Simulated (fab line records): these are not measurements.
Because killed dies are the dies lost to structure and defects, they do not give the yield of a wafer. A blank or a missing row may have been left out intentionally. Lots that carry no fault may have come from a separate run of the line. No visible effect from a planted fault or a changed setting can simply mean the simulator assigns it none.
fab line records / flow n5_finfet / part 2 of 2: steps 19 to 25 of 25
[record] lots = 5 wafers = 15 last_day = 16
route steps=1938 shown BEOL_M0_SAQP@647
lots that met no fault: from a run of the same line without faults
start_h: hours from the record's first day to the start of the lot's first wafer shown / wait_h: hours elapsed since this lot's preceding step / " unchanged from the row above / L1.1+2: one row covering several wafers at once / - either no value or no given start / * or withheld: withheld / < > ~ a bound
route shown NAME@n: a module of which the file shows steps, and the number in the route of the first / usual: mean and standard deviation over wafers with no fault / same: alike in all rows / chamber/n: place in a boat / sites: each site's reading / _std_site: the values' standard deviation / _edge_site: the outer-site mean with the inner-site mean subtracted / radius_mm: for every site, how far away it sits from the centre of the wafer / mask NAME#n: copy n / behind: the most recent tool/chamber to have shaped the wafer / hold: reason for holding the lot/hours on hold/outcome of the hold / device: which transistor (n, p or np) failed to switch / end of line: tests run on the same wafers once the route is complete / a step without rows: its recipe alone / killed: at the first sort, the dies lost to defects and structure; wafer yield is something else / map: a wafer's dies, marking killed ones x, the rest . and places with no die _
set.NAME: the setting the step ran with; set.NAME@STEP: the setting that earlier step ran with / model.NAME: the simulator's own value behind a step, which no gauge read
lots seen at some steps along the route; tables by step, rows by wafer
services: from which hour (start_h, from the record's first day; less than 0 if before it) a tool's chamber was out of use, for how many hours, and why
[[steps]]
[step N5_BEOL_M0_SAQP_MANDREL1_REMOVE_100]
[recipe] chemistry = HBr/Cl2/O2 bt_time_s = 10 target = a-Si stop_on = SiNx endpoint = OES-SiCl over_etch_frac = 0.85 icp_w = 600 bias_w = 30 HBr_flow_sccm = 150 Cl2_flow_sccm = 80 O2_flow_sccm = 5 pressure_mtorr = 10
[usual] drypump_motor_current_A = 5.8/0.56 oes_product_au = 0.994/0.011 throttle_valve_pct = 36.7/0.34
lot.wafer=L075.2 tool=rie_si-04 chamber=3 start_h=113.76 wait_h=0.1 drypump_motor_current_A=4.9 oes_product_au=0.979 rf_hours_counter_h=54 throttle_valve_pct=37.1
lot.wafer=L075.4 tool=rie_si-04 chamber=1 start_h=113.76 wait_h=0.1 drypump_motor_current_A=5.1 oes_product_au=0.990 rf_hours_counter_h=192 throttle_valve_pct=36.5
lot.wafer=L075.6 tool=rie_si-04 chamber=1 start_h=113.76 wait_h=0.1 drypump_motor_current_A=5.0 oes_product_au=0.993 rf_hours_counter_h=- throttle_valve_pct=36.4
lot.wafer=L078.2 tool=rie_si-06 chamber=0 start_h=130.80 wait_h=0.1 drypump_motor_current_A=6.3 oes_product_au=0.996 rf_hours_counter_h=84 throttle_valve_pct=36.8
lot.wafer=L078.3 tool=rie_si-06 chamber=2 start_h=130.80 wait_h=0.1 drypump_motor_current_A=6.2 oes_product_au=0.998 rf_hours_counter_h=11 throttle_valve_pct=36.6
lot.wafer=L078.4 tool=rie_si-06 chamber=1 start_h=130.80 wait_h=0.1 drypump_motor_current_A=6.7 oes_product_au=0.992 rf_hours_counter_h=24 throttle_valve_pct=36.8
lot.wafer=L090.2 tool=rie_si-04 chamber=3 start_h=208.89 wait_h=0.1 drypump_motor_current_A=4.9 oes_product_au=0.985 rf_hours_counter_h=55 throttle_valve_pct=37.1
lot.wafer=L090.3 tool=rie_si-04 chamber=1 start_h=208.89 wait_h=0.1 drypump_motor_current_A=5.1 oes_product_au=1.023 rf_hours_counter_h=0 throttle_valve_pct=36.0
lot.wafer=L090.4 tool=rie_si-04 chamber=0 start_h=208.89 wait_h=0.1 drypump_motor_current_A=5.6 oes_product_au=0.996 rf_hours_counter_h=126 throttle_valve_pct=36.8
lot.wafer=L091.2 tool=rie_si-01 chamber=3 start_h=213.10 wait_h=0.1 drypump_motor_current_A=5.7 oes_product_au=0.980 rf_hours_counter_h=31 throttle_valve_pct=36.9
lot.wafer=L091.4 tool=rie_si-01 chamber=0 start_h=213.10 wait_h=0.1 drypump_motor_current_A=5.7 oes_product_au=1.023 rf_hours_counter_h=139 throttle_valve_pct=36.4
lot.wafer=L091.5 tool=rie_si-01 chamber=2 start_h=213.10 wait_h=0.1 drypump_motor_current_A=6.0 oes_product_au=1.009 rf_hours_counter_h=- throttle_valve_pct=36.9
lot.wafer=L093.1 tool=rie_si-01 chamber=3 start_h=225.73 wait_h=0.1 drypump_motor_current_A=5.7 oes_product_au=0.993 rf_hours_counter_h=31 throttle_valve_pct=36.9
lot.wafer=L093.2 tool=rie_si-01 chamber=2 start_h=225.73 wait_h=0.1 drypump_motor_current_A=6.0 oes_product_au=1.000 rf_hours_counter_h=57 throttle_valve_pct=36.9
lot.wafer=L093.4 tool=rie_si-01 chamber=1 start_h=225.73 wait_h=0.1 drypump_motor_current_A=5.5 oes_product_au=1.002 rf_hours_counter_h=2 throttle_valve_pct=35.8
[step N5_BEOL_M0_SAQP_CD_MEAS_25]
[recipe] target_cd_nm = 13.1 landing_energy_ev = 1000 detector = se_inlens
[usual] cd_nm = 12.83/0.21
lot.wafer=L075.2 tool=cd_sem-02 chamber=0 start_h=113.87 wait_h=0.1 cd_nm=12.80
lot.wafer=L075.4 tool=cd_sem-02 chamber=0 start_h=113.87 wait_h=0.1 cd_nm=12.38
lot.wafer=L075.6 tool=cd_sem-02 chamber=0 start_h=113.87 wait_h=0.1 cd_nm=13.19
lot.wafer=L078.2 tool=cd_sem-03 chamber=0 start_h=130.91 wait_h=0.1 cd_nm=12.41
lot.wafer=L078.3 tool=cd_sem-03 chamber=0 start_h=130.91 wait_h=0.1 cd_nm=13.18
lot.wafer=L078.4 tool=cd_sem-03 chamber=0 start_h=130.91 wait_h=0.1 cd_nm=13.10
lot.wafer=L090.2 tool=cd_sem-03 chamber=0 start_h=209.00 wait_h=0.1 cd_nm=12.80
lot.wafer=L090.3 tool=cd_sem-03 chamber=0 start_h=209.00 wait_h=0.1 cd_nm=12.51
lot.wafer=L090.4 tool=cd_sem-03 chamber=0 start_h=209.00 wait_h=0.1 cd_nm=12.67
lot.wafer=L091.2 tool=cd_sem-02 chamber=0 start_h=213.21 wait_h=0.1 cd_nm=12.99
lot.wafer=L091.4 tool=cd_sem-02 chamber=0 start_h=213.21 wait_h=0.1 cd_nm=12.52
lot.wafer=L091.5 tool=cd_sem-02 chamber=0 start_h=213.21 wait_h=0.1 cd_nm=12.91
lot.wafer=L093.1 tool=cd_sem-02 chamber=0 start_h=225.84 wait_h=0.1 cd_nm=12.56
lot.wafer=L093.2 tool=cd_sem-02 chamber=0 start_h=225.84 wait_h=0.1 cd_nm=12.89
lot.wafer=L093.4 tool=cd_sem-02 chamber=0 start_h=225.84 wait_h=0.1 cd_nm=12.70
[step N5_BEOL_M0_SAQP_ETCH_101]
[recipe] chemistry = CH3F/O2 target = SiNx mask_material = SiO2 target_depth_a = 299 time_s = 42.7 pressure_mtorr = 30 source_w = 395 bias_w = 73 Ar_flow_sccm = 150 CH3F_flow_sccm = 30 O2_flow_sccm = 20 ion_energy_ev = 120
[usual] drypump_motor_current_A = 5.9/0.5 oes_product_au = 0.74/0.055 rf_vpp_V = 298/3.1 showerhead_plenum_p_Torr = 1.99/0.072 throttle_valve_pct = 16.40/0.16
lot.wafer=L075.2 tool=rie_diel-04 chamber=0 start_h=113.91 wait_h=0.0 drypump_motor_current_A=6.3 oes_product_au=0.73 rf_hours_counter_h=198 rf_vpp_V=302 showerhead_plenum_p_Torr=1.91 throttle_valve_pct=16.69
lot.wafer=L075.4 tool=rie_diel-04 chamber=3 start_h=113.91 wait_h=0.0 drypump_motor_current_A=6.0 oes_product_au=0.73 rf_hours_counter_h=158 rf_vpp_V=303 showerhead_plenum_p_Torr=2.09 throttle_valve_pct=16.37
lot.wafer=L075.6 tool=rie_diel-04 chamber=1 start_h=113.91 wait_h=0.0 drypump_motor_current_A=6.0 oes_product_au=0.74 rf_hours_counter_h=- rf_vpp_V=296 showerhead_plenum_p_Torr=2.09 throttle_valve_pct=16.42
lot.wafer=L078.2 tool=rie_diel-02 chamber=0 start_h=130.95 wait_h=0.0 drypump_motor_current_A=5.1 oes_product_au=0.82 rf_hours_counter_h=86 rf_vpp_V=302 showerhead_plenum_p_Torr=2.11 throttle_valve_pct=16.22
lot.wafer=L078.3 tool=rie_diel-02 chamber=1 start_h=130.95 wait_h=0.0 drypump_motor_current_A=6.1 oes_product_au=0.76 rf_hours_counter_h=133 rf_vpp_V=296 showerhead_plenum_p_Torr=1.93 throttle_valve_pct=16.25
lot.wafer=L078.4 tool=rie_diel-02 chamber=3 start_h=130.95 wait_h=0.0 drypump_motor_current_A=6.6 oes_product_au=0.67 rf_hours_counter_h=238 rf_vpp_V=303 showerhead_plenum_p_Torr=2.06 throttle_valve_pct=16.60
lot.wafer=L090.2 tool=rie_diel-03 chamber=0 start_h=209.04 wait_h=0.0 drypump_motor_current_A=5.9 oes_product_au=0.70 rf_hours_counter_h=244 rf_vpp_V=298 showerhead_plenum_p_Torr=1.90 throttle_valve_pct=16.60
lot.wafer=L090.3 tool=rie_diel-03 chamber=3 start_h=209.04 wait_h=0.0 drypump_motor_current_A=5.3 oes_product_au=0.71 rf_hours_counter_h=180 rf_vpp_V=296 showerhead_plenum_p_Torr=1.91 throttle_valve_pct=16.57
lot.wafer=L090.4 tool=rie_diel-03 chamber=1 start_h=209.04 wait_h=0.0 drypump_motor_current_A=6.5 oes_product_au=0.72 rf_hours_counter_h=190 rf_vpp_V=297 showerhead_plenum_p_Torr=1.98 throttle_valve_pct=16.48
lot.wafer=L091.2 tool=rie_diel-02 chamber=1 start_h=213.25 wait_h=0.0 drypump_motor_current_A=6.2 oes_product_au=0.75 rf_hours_counter_h=157 rf_vpp_V=296 showerhead_plenum_p_Torr=1.92 throttle_valve_pct=16.32
lot.wafer=L091.4 tool=rie_diel-02 chamber=0 start_h=213.25 wait_h=0.0 drypump_motor_current_A=5.1 oes_product_au=0.80 rf_hours_counter_h=- rf_vpp_V=303 showerhead_plenum_p_Torr=2.10 throttle_valve_pct=16.27
lot.wafer=L091.5 tool=rie_diel-02 chamber=2 start_h=213.25 wait_h=0.0 drypump_motor_current_A=6.1 oes_product_au=0.73 rf_hours_counter_h=- rf_vpp_V=295 showerhead_plenum_p_Torr=1.98 throttle_valve_pct=16.23
lot.wafer=L093.1 tool=rie_diel-04 chamber=3 start_h=225.96 wait_h=0.1 drypump_motor_current_A=5.9 oes_product_au=0.70 rf_hours_counter_h=191 rf_vpp_V=302 showerhead_plenum_p_Torr=2.08 throttle_valve_pct=16.45
lot.wafer=L093.2 tool=rie_diel-04 chamber=0 start_h=225.96 wait_h=0.1 drypump_motor_current_A=6.3 oes_product_au=0.73 rf_hours_counter_h=226 rf_vpp_V=301 showerhead_plenum_p_Torr=1.90 throttle_valve_pct=16.75
lot.wafer=L093.4 tool=rie_diel-04 chamber=1 start_h=225.96 wait_h=0.1 drypump_motor_current_A=6.0 oes_product_au=0.72 rf_hours_counter_h=172 rf_vpp_V=297 showerhead_plenum_p_Torr=2.08 throttle_valve_pct=16.47
[step N5_BEOL_M0_SAQP_ETCH_102]
[recipe] chemistry = CF4 target = SiO2 target_depth_a = 40 ion_energy_ev = 350 time_s = 4.4 pressure_mtorr = 10 icp_w = 800 bias_w = 400 cf4_flow_sccm = 80
[usual] drypump_motor_current_A = 5.7/0.5 oes_product_au = 0.998/0.013 throttle_valve_pct = 21.77/0.22
lot.wafer=L075.2 tool=rie_si-06 chamber=0 start_h=114.02 wait_h=0.1 drypump_motor_current_A=6.2 oes_product_au=1.002 rf_hours_counter_h=84 throttle_valve_pct=21.83
lot.wafer=L075.4 tool=rie_si-06 chamber=1 start_h=114.02 wait_h=0.1 drypump_motor_current_A=6.7 oes_product_au=0.978 rf_hours_counter_h=23 throttle_valve_pct=21.91
lot.wafer=L075.6 tool=rie_si-06 chamber=3 start_h=114.02 wait_h=0.1 drypump_motor_current_A=4.8 oes_product_au=0.971 rf_hours_counter_h=- throttle_valve_pct=21.86
lot.wafer=L078.2 tool=rie_si-01 chamber=1 start_h=131.05 wait_h=0.1 drypump_motor_current_A=5.5 oes_product_au=1.004 rf_hours_counter_h=1 throttle_valve_pct=21.37
lot.wafer=L078.3 tool=rie_si-01 chamber=2 start_h=131.05 wait_h=0.1 drypump_motor_current_A=6.0 oes_product_au=0.996 rf_hours_counter_h=56 throttle_valve_pct=21.71
lot.wafer=L078.4 tool=rie_si-01 chamber=0 start_h=131.05 wait_h=0.1 drypump_motor_current_A=5.6 oes_product_au=0.983 rf_hours_counter_h=138 throttle_valve_pct=21.44
lot.wafer=L090.2 tool=rie_si-06 chamber=3 start_h=209.14 wait_h=0.1 drypump_motor_current_A=4.9 oes_product_au=0.994 rf_hours_counter_h=165 throttle_valve_pct=21.88
lot.wafer=L090.3 tool=rie_si-06 chamber=1 start_h=209.14 wait_h=0.1 drypump_motor_current_A=6.7 oes_product_au=0.995 rf_hours_counter_h=25 throttle_valve_pct=21.92
lot.wafer=L090.4 tool=rie_si-06 chamber=2 start_h=209.14 wait_h=0.1 drypump_motor_current_A=6.2 oes_product_au=0.996 rf_hours_counter_h=13 throttle_valve_pct=21.93
lot.wafer=L091.2 tool=rie_si-04 chamber=2 start_h=213.36 wait_h=0.1 drypump_motor_current_A=5.8 oes_product_au=1.011 rf_hours_counter_h=4 throttle_valve_pct=21.85
lot.wafer=L091.4 tool=rie_si-04 chamber=1 start_h=213.36 wait_h=0.1 drypump_motor_current_A=5.1 oes_product_au=1.033 rf_hours_counter_h=0 throttle_valve_pct=21.24
lot.wafer=L091.5 tool=rie_si-04 chamber=0 start_h=213.36 wait_h=0.1 drypump_motor_current_A=5.6 oes_product_au=1.000 rf_hours_counter_h=- throttle_valve_pct=21.99
lot.wafer=L093.1 tool=rie_si-04 chamber=2 start_h=226.06 wait_h=0.1 drypump_motor_current_A=5.8 oes_product_au=1.015 rf_hours_counter_h=5 throttle_valve_pct=21.83
lot.wafer=L093.2 tool=rie_si-04 chamber=0 start_h=226.06 wait_h=0.1 drypump_motor_current_A=5.6 oes_product_au=1.007 rf_hours_counter_h=127 throttle_valve_pct=22.00
lot.wafer=L093.4 tool=rie_si-04 chamber=3 start_h=226.06 wait_h=0.1 drypump_motor_current_A=4.9 oes_product_au=0.979 rf_hours_counter_h=56 throttle_valve_pct=21.91
[step N5_BEOL_M0_SAQP_MANDREL_ETCH_103]
[recipe] chemistry = HBr/Cl2 target = a-Si target_depth_a = 450 bt_time_s = 10 stop_on = SiCN mask_material = SiO2 over_etch_frac = 0.8 time_s = 27 pressure_mtorr = 10 icp_w = 800 bias_w = 75 HBr_flow_sccm = 150 Cl2_flow_sccm = 80 ends = end_point
[usual] drypump_motor_current_A = 5.7/0.5 oes_product_au = 0.680/0.01 throttle_valve_pct = 35.4/0.35
lot.wafer=L075.2 tool=rie_si-06 chamber=0 start_h=114.05 wait_h=0.0 drypump_motor_current_A=6.3 oes_product_au=0.687 rf_hours_counter_h=84 throttle_valve_pct=35.5
lot.wafer=L075.4 tool=rie_si-06 chamber=1 start_h=114.05 wait_h=0.0 drypump_motor_current_A=6.7 oes_product_au=0.690 rf_hours_counter_h=23 throttle_valve_pct=35.6
lot.wafer=L075.6 tool=rie_si-06 chamber=3 start_h=114.05 wait_h=0.0 drypump_motor_current_A=4.9 oes_product_au=0.671 rf_hours_counter_h=- throttle_valve_pct=35.6
lot.wafer=L078.2 tool=rie_si-01 chamber=1 start_h=131.09 wait_h=0.0 drypump_motor_current_A=5.5 oes_product_au=0.668 rf_hours_counter_h=1 throttle_valve_pct=34.6
lot.wafer=L078.3 tool=rie_si-01 chamber=2 start_h=131.09 wait_h=0.0 drypump_motor_current_A=6.0 oes_product_au=0.676 rf_hours_counter_h=56 throttle_valve_pct=35.6
lot.wafer=L078.4 tool=rie_si-01 chamber=0 start_h=131.09 wait_h=0.0 drypump_motor_current_A=5.6 oes_product_au=0.685 rf_hours_counter_h=138 throttle_valve_pct=35.1
lot.wafer=L090.2 tool=rie_si-06 chamber=3 start_h=209.18 wait_h=0.0 drypump_motor_current_A=4.9 oes_product_au=0.678 rf_hours_counter_h=165 throttle_valve_pct=35.6
lot.wafer=L090.3 tool=rie_si-06 chamber=1 start_h=209.18 wait_h=0.0 drypump_motor_current_A=6.7 oes_product_au=0.692 rf_hours_counter_h=25 throttle_valve_pct=35.6
lot.wafer=L090.4 tool=rie_si-06 chamber=2 start_h=209.18 wait_h=0.0 drypump_motor_current_A=6.2 oes_product_au=0.675 rf_hours_counter_h=13 throttle_valve_pct=35.3
lot.wafer=L091.2 tool=rie_si-04 chamber=2 start_h=213.39 wait_h=0.0 drypump_motor_current_A=5.8 oes_product_au=0.692 rf_hours_counter_h=4 throttle_valve_pct=35.5
lot.wafer=L091.4 tool=rie_si-04 chamber=1 start_h=213.39 wait_h=0.0 drypump_motor_current_A=5.1 oes_product_au=0.701 rf_hours_counter_h=0 throttle_valve_pct=34.7
lot.wafer=L091.5 tool=rie_si-04 chamber=0 start_h=213.39 wait_h=0.0 drypump_motor_current_A=5.6 oes_product_au=0.685 rf_hours_counter_h=- throttle_valve_pct=35.5
lot.wafer=L093.1 tool=rie_si-04 chamber=2 start_h=226.10 wait_h=0.0 drypump_motor_current_A=5.8 oes_product_au=0.693 rf_hours_counter_h=5 throttle_valve_pct=35.5
lot.wafer=L093.2 tool=rie_si-04 chamber=0 start_h=226.10 wait_h=0.0 drypump_motor_current_A=5.6 oes_product_au=0.685 rf_hours_counter_h=127 throttle_valve_pct=35.5
lot.wafer=L093.4 tool=rie_si-04 chamber=3 start_h=226.10 wait_h=0.0 drypump_motor_current_A=4.9 oes_product_au=0.681 rf_hours_counter_h=56 throttle_valve_pct=35.8
[step N5_BEOL_M0_SAQP_RECESS_104]
[recipe] chemistry = HF/NH3 target = SiO2 target_depth_a = 180 afs_cycles = 3 temp_c = 30 sublimation_temp_c = 180 sublimation_time_s = 60
[usual] drypump_motor_current_A = 5.5/0.49
lot.wafer=L075.2 tool=vapor_etch-01 chamber=0 start_h=114.13 wait_h=0.1 drypump_motor_current_A=5.6
lot.wafer=L075.4 tool=vapor_etch-01 chamber=1 start_h=114.13 wait_h=0.1 drypump_motor_current_A=6.1
lot.wafer=L075.6 tool=vapor_etch-01 chamber=0 start_h=114.13 wait_h=0.1 drypump_motor_current_A=5.6
lot.wafer=L078.2 tool=vapor_etch-01 chamber=1 start_h=131.63 wait_h=0.5 drypump_motor_current_A=6.1
lot.wafer=L078.3 tool=vapor_etch-01 chamber=0 start_h=131.63 wait_h=0.5 drypump_motor_current_A=5.6
lot.wafer=L078.4 tool=vapor_etch-01 chamber=1 start_h=131.63 wait_h=0.5 drypump_motor_current_A=6.1
lot.wafer=L090.2 tool=vapor_etch-01 chamber=0 start_h=209.26 wait_h=0.1 drypump_motor_current_A=5.6
lot.wafer=L090.3 tool=vapor_etch-01 chamber=0 start_h=209.26 wait_h=0.1 drypump_motor_current_A=5.6
lot.wafer=L090.4 tool=vapor_etch-01 chamber=1 start_h=209.26 wait_h=0.1 drypump_motor_current_A=6.1
lot.wafer=L091.2 tool=vapor_etch-01 chamber=1 start_h=213.47 wait_h=0.1 drypump_motor_current_A=6.1
lot.wafer=L091.4 tool=vapor_etch-01 chamber=1 start_h=213.47 wait_h=0.1 drypump_motor_current_A=6.1
lot.wafer=L091.5 tool=vapor_etch-01 chamber=1 start_h=213.47 wait_h=0.1 drypump_motor_current_A=6.1
lot.wafer=L093.1 tool=vapor_etch-01 chamber=1 start_h=226.18 wait_h=0.1 drypump_motor_current_A=6.1
lot.wafer=L093.2 tool=vapor_etch-01 chamber=0 start_h=226.18 wait_h=0.1 drypump_motor_current_A=5.6
lot.wafer=L093.4 tool=vapor_etch-01 chamber=0 start_h=226.18 wait_h=0.1 drypump_motor_current_A=5.6
[step N5_BEOL_M0_SAQP_COAT_105]
[recipe] resist = SOC temp_c = 250 time_s = 60 spin_rpm = 1500 resist_thk_nm = 100
[usual] resist_line_temp_C = 23.00/0.1
lot.wafer=L075.2 tool=litho_track-01 chamber=0 start_h=114.52 wait_h=0.3 resist_line_temp_C=22.94
lot.wafer=L075.4 tool=litho_track-01 chamber=0 start_h=114.52 wait_h=0.3 resist_line_temp_C=23.04
lot.wafer=L075.6 tool=litho_track-01 chamber=0 start_h=114.52 wait_h=0.3 resist_line_temp_C=23.08
lot.wafer=L078.2 tool=litho_track-01 chamber=0 start_h=132.02 wait_h=0.3 resist_line_temp_C=23.06
lot.wafer=L078.3 tool=litho_track-01 chamber=0 start_h=132.02 wait_h=0.3 resist_line_temp_C=22.84
lot.wafer=L078.4 tool=litho_track-01 chamber=0 start_h=132.02 wait_h=0.3 resist_line_temp_C=23.05
lot.wafer=L090.2 tool=litho_track-04 chamber=0 start_h=209.64 wait_h=0.3 resist_line_temp_C=23.05
lot.wafer=L090.3 tool=litho_track-04 chamber=0 start_h=209.64 wait_h=0.3 resist_line_temp_C=23.22
lot.wafer=L090.4 tool=litho_track-04 chamber=0 start_h=209.64 wait_h=0.3 resist_line_temp_C=23.04
lot.wafer=L091.2 tool=litho_track-01 chamber=0 start_h=213.86 wait_h=0.3 resist_line_temp_C=23.17
lot.wafer=L091.4 tool=litho_track-01 chamber=0 start_h=213.86 wait_h=0.3 resist_line_temp_C=23.13
lot.wafer=L091.5 tool=litho_track-01 chamber=0 start_h=213.86 wait_h=0.3 resist_line_temp_C=22.82
lot.wafer=L093.1 tool=litho_track-04 chamber=0 start_h=226.56 wait_h=0.3 resist_line_temp_C=23.01
lot.wafer=L093.2 tool=litho_track-04 chamber=0 start_h=226.56 wait_h=0.3 resist_line_temp_C=22.91
lot.wafer=L093.4 tool=litho_track-04 chamber=0 start_h=226.56 wait_h=0.3 resist_line_temp_C=22.88
[[services]]
tool=wet_bench-01 chamber=- start_h=98.35 hours=1.9 kind=pm
tool=rie_diel-02 chamber=- start_h=104.66 hours=0.8 kind=repair
tool=rie_si-01 chamber=- start_h=108.68 hours=2.8 kind=pm
tool=rie_si-06 chamber=- start_h=117.12 hours=2.8 kind=pm
tool=rie_diel-04 chamber=- start_h=117.44 hours=2.2 kind=repair
tool=rie_si-01 chamber=0 start_h=119.04 hours=8.5 kind=repair
tool=rie_diel-03 chamber=2 start_h=119.39 hours=6.6 kind=repair
tool=rie_diel-02 chamber=- start_h=126.83 hours=2.8 kind=pm
tool=rie_si-04 chamber=3 start_h=136.60 hours=6.8 kind=repair
tool=rie_si-06 chamber=- start_h=152.44 hours=0.1 kind=repair
tool=rie_si-04 chamber=1 start_h=161.50 hours=- kind=clean
tool=rie_si-04 chamber=1 start_h=161.50 hours=28.3 kind=scheduled_down
tool=rie_si-04 chamber=- start_h=165.98 hours=2.8 kind=pm
tool=rie_si-06 chamber=3 start_h=174.94 hours=22.7 kind=repair
tool=ald_sin-04 chamber=- start_h=176.81 hours=14.0 kind=pm
tool=ald_sin-02 chamber=- start_h=177.32 hours=6.1 kind=pm
tool=vapor_etch-01 chamber=- start_h=203.41 hours=0.4 kind=repair
tool=rie_diel-02 chamber=3 start_h=210.65 hours=2.9 kind=repair
tool=ald_sin-02 chamber=3 start_h=216.87 hours=14.5 kind=repair
tool=rie_diel-03 chamber=0 start_h=225.48 hours=- kind=clean
tool=rie_diel-03 chamber=0 start_h=225.48 hours=- kind=consumable_replace:focus_ring
tool=rie_diel-03 chamber=0 start_h=225.48 hours=- kind=consumable_replace:showerhead
tool=rie_diel-03 chamber=0 start_h=225.48 hours=21.1 kind=scheduled_down
tool=rie_diel-03 chamber=0 start_h=225.48 hours=21.1 kind=vent_cycle
